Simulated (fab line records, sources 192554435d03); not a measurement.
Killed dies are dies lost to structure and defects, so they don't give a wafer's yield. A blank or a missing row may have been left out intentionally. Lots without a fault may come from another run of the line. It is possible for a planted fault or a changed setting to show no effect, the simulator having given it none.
Split-lot study ; flow n5_finfet ; 39 wafers read from 7 lots, route of 1938 steps

== ON THE SPLIT ==
At N5_BEOL_M15_TRENCH_ETCH_34 (etches SiO2 in C4F8/O2/Ar, target depth 872.93 nm, time 199 s), the setting time_s was moved away from the recipe's 199 s on 18 of the 39 wafers read, by -24.3% to +58.3%. All remaining wafers had this setting at the recipe value.

== FROM THE SPLIT TO THE READING: what the file shows between them, 7 steps ==
- N5_BEOL_M15_STRIP_36: strips in O2
- N5_BEOL_M15_ECD_47: material Cu, target thk 1860 nm
- N5_BEOL_M15_ANNEAL_48: time 90 s
- N5_BEOL_M15_CMP_49: polishes, stops on SiO2, t overpolish 4.9 s, target thk 850 nm
- N5_BEOL_M15_THK_MEAS_50: measures by xrf
- N5_BEOL_M15_PRE_CLEAN_52: time 15 s
- N5_BEOL_M15_DEP_53: deposits SiCN from 3MS/NH3, target thk 50 nm, time 17.8 s

== THE READING ==
Measured at N5_BEOL_M15_RS_MEAS_54 by four-point probe: M15_RS, in ohm/sq. A value of 0.0215 ohm/sq with a standard deviation of 0.0006 ohm/sq is what fault-free wafers of this fab line usually give.

wafer;tool, chamber at the split;time_s as run, s;against the recipe;M15_RS, ohm/sq;against lot-mates on the recipe
L074.1;rie_diel-02, 1;301;+51.3%;0.0148;-0.0068
L074.2;rie_diel-02, 3;199;recipe;0.0215;-
L074.3;rie_diel-02, 2;301;+51.3%;0.0138;-0.0078
L074.4;rie_diel-02, 0;199;recipe;0.0221;-
L074.5;rie_diel-02, 1;301;+51.3%;0.0148;-0.0068
L074.6;rie_diel-02, 2;199;recipe;0.0211;-
L076.1;rie_diel-02, 0;199;recipe;0.0219;-
L076.2;rie_diel-02, 2;279.3;+40.4%;0.0146;-0.0070
L076.3;rie_diel-02, 3;279.3;+40.4%;0.0151;-0.0065
L076.4;rie_diel-02, 3;279.3;+40.4%;0.0150;-0.0066
L076.5;rie_diel-02, 2;199;recipe;0.0208;-
L076.6;rie_diel-02, 0;199;recipe;0.0221;-
L080.1;rie_diel-02, 1;306.8;+54.2%;0.0144;-0.0072
L080.2;rie_diel-02, 0;306.8;+54.2%;0.0139;-0.0077
L080.3;rie_diel-02, 2;199;recipe;0.0211;-
L080.4;rie_diel-02, 3;306.8;+54.2%;0.0137;-0.0079
L080.5;rie_diel-02, 2;199;recipe;0.0210;-
L080.6;rie_diel-02, 1;199;recipe;0.0226;-
L081.1;rie_diel-02, 0;199;recipe;0.0217;-
L081.4;rie_diel-02, 2;199;recipe;0.0208;-
L081.5;rie_diel-02, 0;199;recipe;0.0218;-
L084.1;rie_diel-05, 2;150.7;-24.3%;0.0289;+0.0071
L084.2;rie_diel-05, 3;199;recipe;0.0226;-
L084.3;rie_diel-05, 0;199;recipe;0.0217;-
L084.4;rie_diel-05, 1;199;recipe;0.0212;-
L084.5;rie_diel-05, 1;150.7;-24.3%;0.0279;+0.0061
L084.6;rie_diel-05, 2;150.7;-24.3%;0.0293;+0.0075
L087.1;rie_diel-02, 0;199;recipe;0.0215;-
L087.2;rie_diel-02, 2;315;+58.3%;0.0128;-0.0093
L087.3;rie_diel-02, 1;199;recipe;0.0224;-
L087.4;rie_diel-02, 3;315;+58.3%;0.0130;-0.0091
L087.5;rie_diel-02, 1;199;recipe;0.0224;-
L087.6;rie_diel-02, 0;315;+58.3%;0.0133;-0.0088
L097.1;rie_diel-05, 2;199;recipe;0.0219;-
L097.2;rie_diel-05, 3;199;recipe;0.0221;-
L097.3;rie_diel-05, 1;244.4;+22.8%;0.0167;-0.0054
L097.4;rie_diel-05, 2;244.4;+22.8%;0.0176;-0.0045
L097.5;rie_diel-05, 1;244.4;+22.8%;0.0167;-0.0054
L097.6;rie_diel-05, 3;199;recipe;0.0224;-

FIT RESULTS
A straight line over all 39 wafers: M15_RS changes by -0.000165 ohm/sq for each +1% of time_s; r = -0.97; the points scatter about the line by 0.0011 ohm/sq.
The same after taking each lot's own level away (the mean of its wafers on the recipe; 39 wafers): -0.000165 ohm/sq for each +1%; r = -0.97; scatter 0.0011 ohm/sq.
The reading moves by 0.0096 ohm/sq for the largest change in time_s, on that fit.
Across the lots, their own levels run from 0.02143 to 0.02213 ohm/sq, a range of 1.2 times the standard deviation given above.
Consequently the slope shifts little with the lot-to-lot level, the two slopes agreeing.
Check: with one of the wafers moved furthest among these (+58.3%) left out of the fit, the line predicts -0.00925 ohm/sq for it against its lot-mates. It came out at -0.0093 ohm/sq against them.

== THE WHOLE CHAIN: every reading that the file lists as answering this split, in the file's order ==
step;what it does;reading;change (the file's fit);r (the file's)
N5_BEOL_M15_TRENCH_ETCH_34;etches SiO2 in C4F8/O2/Ar, target depth 872.93 nm, time 199 s;etch.depth_nm (the simulator's own value, which no gauge read);+8.91 nm for each +1% of the setting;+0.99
N5_BEOL_M15_TRENCH_ETCH_34;etches SiO2 in C4F8/O2/Ar, target depth 872.93 nm, time 199 s;coat_of_BEOL_M15_COAT_22.thk_nm (the simulator's own value, which no gauge read);-1.76 nm for each +1% of the setting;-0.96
N5_BEOL_M15_CMP_49;polishes, stops on SiO2, t overpolish 4.9 s, target thk 850 nm;Cu_of_BEOL_M15_ECD_47.thk_nm (the simulator's own value, which no gauge read);+8.91 nm for each +1% of the setting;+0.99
N5_BEOL_M15_THK_MEAS_50;measures by xrf;M15_THK;+8.6 for each +1% of the setting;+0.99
N5_BEOL_M15_RS_MEAS_54;measures by four-point-probe;M15_RS;-0.000159 for each +1% of the setting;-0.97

== FILE'S OWN FIT ==
M15_RS changes by -0.000159 ohm/sq for each +1% of time_s, r = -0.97.
